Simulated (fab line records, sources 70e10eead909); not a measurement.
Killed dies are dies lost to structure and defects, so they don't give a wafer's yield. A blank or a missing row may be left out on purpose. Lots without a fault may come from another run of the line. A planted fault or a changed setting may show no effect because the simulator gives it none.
Which tool did it? | flow nand_harc | 14 lots, 42 wafers sampled, at 4 steps of a route of 1302

WHAT THE GAUGES READ, wafer by wafer
The record holds no reading of a measuring or inspecting step that can be judged against a usual standard deviation.

WHICH TOOL RAN EACH LOT (tool, then ch and the chambers of the sampled wafers, then the start)
lot  | NHARC_A_SLIT_ETCH_17             | NHARC_A_WL_FILL_ETCHBACK_04       | NHARC_A_WL_FILL_ETCHBACK_05       | NHARC_A_WL_FILL_STRIP_27
L203 | har_etch-02 ch 0,1, day 20 00:08 | rie_metal-03 ch 0,1, day 20 13:04 | rie_metal-03 ch 0,1, day 20 13:19 | plasma_asher-02 ch 0,1, day 20 13:27
L204 | har_etch-01 ch 0,1, day 20 01:10 | rie_metal-02 ch 0,1, day 20 13:04 | rie_metal-02 ch 0,1, day 20 13:19 | plasma_asher-01 ch 0,1, day 20 13:26
L205 | har_etch-01 ch 0,1, day 20 14:49 | rie_metal-01 ch 0,1, day 21 03:53 | rie_metal-01 ch 0,1, day 21 04:08 | plasma_asher-01 ch 0,1, day 21 04:16
L207 | har_etch-01 ch 0,1, day 21 05:25 | rie_metal-01 ch 0,1, day 21 18:25 | rie_metal-01 ch 0,1, day 21 18:38 | plasma_asher-01 ch 0,1, day 21 19:07
L206 | har_etch-02 ch 0,1, day 21 05:58 | rie_metal-03 ch 0,1, day 21 18:25 | rie_metal-03 ch 0,1, day 21 18:37 | plasma_asher-01 ch 0,1, day 21 18:59
L209 | har_etch-02 ch 0,1, day 22 06:05 | rie_metal-02 ch 0,1, day 22 18:16 | rie_metal-02 ch 0,1, day 22 18:30 | plasma_asher-02 ch 0,1, day 22 18:41
L216 | har_etch-02 ch 0,1, day 25 04:22 | rie_metal-02 ch 0,1, day 25 16:41 | rie_metal-02 ch 0,1, day 25 16:55 | plasma_asher-01 ch 0,1, day 25 17:05
L218 | har_etch-01 ch 0,1, day 25 20:01 | rie_metal-02 ch 0,1, day 26 08:25 | rie_metal-02 ch 0,1, day 26 08:41 | plasma_asher-01 ch 0,1, day 26 09:00
L217 | har_etch-02 ch 0,1, day 25 20:20 | rie_metal-03 ch 0,1, day 26 08:14 | rie_metal-03 ch 0,1, day 26 08:26 | plasma_asher-01 ch 0,1, day 26 08:35
L221 | har_etch-02 ch 0,1, day 27 21:37 | rie_metal-01 ch 0,1, day 28 09:32 | rie_metal-01 ch 0,1, day 28 09:44 | plasma_asher-02 ch 0,1, day 28 09:53
L224 | har_etch-02 ch 0,1, day 28 11:25 | rie_metal-01 ch 0,1, day 28 22:40 | rie_metal-01 ch 0,1, day 28 22:52 | plasma_asher-02 ch 0,1, day 28 23:02
L223 | har_etch-02 ch 0,1, day 28 13:23 | rie_metal-02 ch 0,1, day 29 02:23 | rie_metal-02 ch 0,1, day 29 02:38 | plasma_asher-02 ch 0,1, day 29 02:47
L225 | har_etch-02 ch 0, day 28 21:20   | rie_metal-02 ch 0,1, day 29 10:59 | rie_metal-02 ch 0, day 29 11:14   | plasma_asher-02 ch 0,1, day 29 11:22
L226 | har_etch-01 ch 0,1, day 29 12:35 | rie_metal-02 ch 0,1, day 30 01:03 | rie_metal-02 ch 0,1, day 30 01:16 | plasma_asher-02 ch 0,1, day 30 01:25
- NHARC_A_SLIT_ETCH_17: etches the open film in C4F8/O2/Ar, time 4254.5 s, target depth 20300 nm.
- NHARC_A_WL_FILL_ETCHBACK_04: etches the open film in NF3, target depth 60 nm, time 120 s.
- NHARC_A_WL_FILL_ETCHBACK_05: etches the open film in Cl2/BCl3, target depth 22 nm, time 60 s.
- NHARC_A_WL_FILL_STRIP_27: strips in N2/H2, time 20 s.

WHAT THE TOOLS THEMSELVES READ (means of the sampled wafers that have a number; where no wafer has one, the mark that the record gives instead)
NHARC_A_SLIT_ETCH_17. Usual: drypump_motor_current_A 5.8 A, standard deviation 0.39; o2_flow_sccm 41.70 sccm, standard deviation 0.13; showerhead_plenum_p_Torr 3.77 Torr, standard deviation 0.13; throttle_valve_pct 32.046 %, standard deviation 0.0084.
lot  | tool        | drypump_motor_current_A (A) | o2_flow_sccm (sccm) | showerhead_plenum_p_Torr (Torr) | throttle_valve_pct (%) | flag
L203 | har_etch-02 | 6.1                         | 41.58               | 3.92                            | 32.039                 |
L204 | har_etch-01 | 5.7                         | 41.71               | 3.65                            | 32.039                 |
L205 | har_etch-01 | 5.7                         | 41.71               | 3.64                            | 32.049                 |
L207 | har_etch-01 | 5.8                         | 41.64               | 3.64                            | 32.047                 |
L206 | har_etch-02 | 5.7                         | 41.74               | 3.91                            | 32.033                 |
L209 | har_etch-02 | 5.7                         | 41.75               | 3.90                            | 32.051                 |
L216 | har_etch-02 | 5.7                         | 41.68               | 3.88                            | 32.046                 |
L218 | har_etch-01 | 5.6                         | 41.63               | 3.61                            | 32.042                 |
L217 | har_etch-02 | 5.7                         | 41.74               | 3.87                            | 32.045                 |
L221 | har_etch-02 | 5.7                         | 41.79               | 3.86                            | 32.049                 |
L224 | har_etch-02 | 5.7                         | 41.81               | 3.86                            | 32.043                 |
L223 | har_etch-02 | 6.1                         | 41.54               | 3.85                            | 32.048                 |
L225 | har_etch-02 | 6.4                         | 41.68               | 3.85                            | 32.045                 |
L226 | har_etch-01 | 5.7                         | 41.66               | 3.58                            | 32.048                 |

NHARC_A_WL_FILL_ETCHBACK_04. Usual: drypump_motor_current_A 5.7 A, standard deviation 0.65; oes_product_au 1.014 a.u., standard deviation 0.014; run_length_s 141.3 s, standard deviation 0.36.
lot  | tool         | drypump_motor_current_A (A) | oes_product_au (a.u.) | run_length_s (s) | flag
L203 | rie_metal-03 | 5.1                         | 0.998                 | 141.4            |
L204 | rie_metal-02 | 6.3                         | 1.014                 | 141.5            |
L205 | rie_metal-01 | 5.7                         | 1.022                 | 140.9            |
L207 | rie_metal-01 | 5.7                         | 1.022                 | 141.0            |
L206 | rie_metal-03 | 5.1                         | 0.994                 | 141.2            |
L209 | rie_metal-02 | 6.5                         | 1.021                 | 141.4            |
L216 | rie_metal-02 | 6.3                         | 1.026                 | 124.8            | OFF
L218 | rie_metal-02 | 6.3                         | 1.027                 | 124.7            | OFF
L217 | rie_metal-03 | 5.3                         | 0.997                 | 141.4            |
L221 | rie_metal-01 | 5.3                         | 1.008                 | 141.2            |
L224 | rie_metal-01 | 5.4                         | 1.010                 | 141.2            |
L223 | rie_metal-02 | 6.5                         | 1.009                 | 141.3            |
L225 | rie_metal-02 | 6.3                         | 1.004                 | 141.6            |
L226 | rie_metal-02 | 6.3                         | 1.018                 | 141.4            |

NHARC_A_WL_FILL_ETCHBACK_05. Usual: drypump_motor_current_A 5.7 A, standard deviation 0.65; oes_product_au 1.012 a.u., standard deviation 0.015; run_length_s 81.3 s, standard deviation 0.35.
lot  | tool         | drypump_motor_current_A (A) | oes_product_au (a.u.) | run_length_s (s) | flag
L203 | rie_metal-03 | 5.1                         | 0.988                 | 81.4             |
L204 | rie_metal-02 | 6.5                         | 1.023                 | 81.4             |
L205 | rie_metal-01 | 5.7                         | 1.018                 | 81.1             |
L207 | rie_metal-01 | 5.4                         | 1.017                 | 81.5             |
L206 | rie_metal-03 | 5.1                         | 0.997                 | 81.3             |
L209 | rie_metal-02 | 6.5                         | 1.011                 | 81.4             |
L216 | rie_metal-02 | 6.4                         | 1.025                 | 81.2             |
L218 | rie_metal-02 | 6.5                         | 1.031                 | 81.1             |
L217 | rie_metal-03 | 5.2                         | 0.996                 | 81.3             |
L221 | rie_metal-01 | 5.7                         | 1.012                 | 81.0             |
L224 | rie_metal-01 | 5.3                         | 1.017                 | 81.3             |
L223 | rie_metal-02 | 6.5                         | 1.008                 | 81.4             |
L225 | rie_metal-02 | 6.7                         | 1.005                 | 81.1             |
L226 | rie_metal-02 | 6.3                         | 1.010                 | 81.4             |

NHARC_A_WL_FILL_STRIP_27. Usual: drypump_motor_current_A 5.70 A, standard deviation 0.3; heater_power_w 344 W, standard deviation 29; rf_refl_power_W 18 W, standard deviation 4.9.
lot  | tool            | drypump_motor_current_A (A) | heater_power_w (W) | rf_refl_power_W (W) | flag
L203 | plasma_asher-02 | 5.65                        | 351                | 20                  |
L204 | plasma_asher-01 | 5.82                        | 326                | 17                  |
L205 | plasma_asher-01 | 5.83                        | 319                | 17                  |
L207 | plasma_asher-01 | 5.84                        | 325                | -                   | OFF
L206 | plasma_asher-01 | 5.60                        | 345                | 20                  |
L209 | plasma_asher-02 | 5.77                        | 370                | 17                  |
L216 | plasma_asher-01 | 5.84                        | 329                | -                   | OFF
L218 | plasma_asher-01 | 5.82                        | 335                | 17                  |
L217 | plasma_asher-01 | 5.60                        | 353                | -                   | OFF
L221 | plasma_asher-02 | 5.76                        | 343                | 17                  |
L224 | plasma_asher-02 | 5.77                        | 348                | -                   | OFF
L223 | plasma_asher-02 | 5.60                        | 343                | 20                  |
L225 | plasma_asher-02 | 5.77                        | 342                | 16                  |
L226 | plasma_asher-02 | 5.60                        | 338                | 20                  |

THE ANSWER, worked out from the rows above alone
Rule: a lot is off if the mean of its wafers that have a number lies more than 3 standard deviations from the usual mean. A lot without any number at a reading at which 4 lots or more have one is off too. The other lots that the step has rows for count as sound. The gauges are gone through in route order, then the tools' own readings, and for those a lot's mean is taken as printed above. The first step at which some lot is off is used, and at that step the reading that is off furthest; a lot without a number counts as furthest.
Off: L216, L218, at NHARC_A_WL_FILL_ETCHBACK_04 (run_length_s).
A tool fits if, at that step or a process step before it, it ran every lot that is off, and no sound lot after the first of them. None of those tried fits.

WHAT THE SIMULATOR HAD PUT IN
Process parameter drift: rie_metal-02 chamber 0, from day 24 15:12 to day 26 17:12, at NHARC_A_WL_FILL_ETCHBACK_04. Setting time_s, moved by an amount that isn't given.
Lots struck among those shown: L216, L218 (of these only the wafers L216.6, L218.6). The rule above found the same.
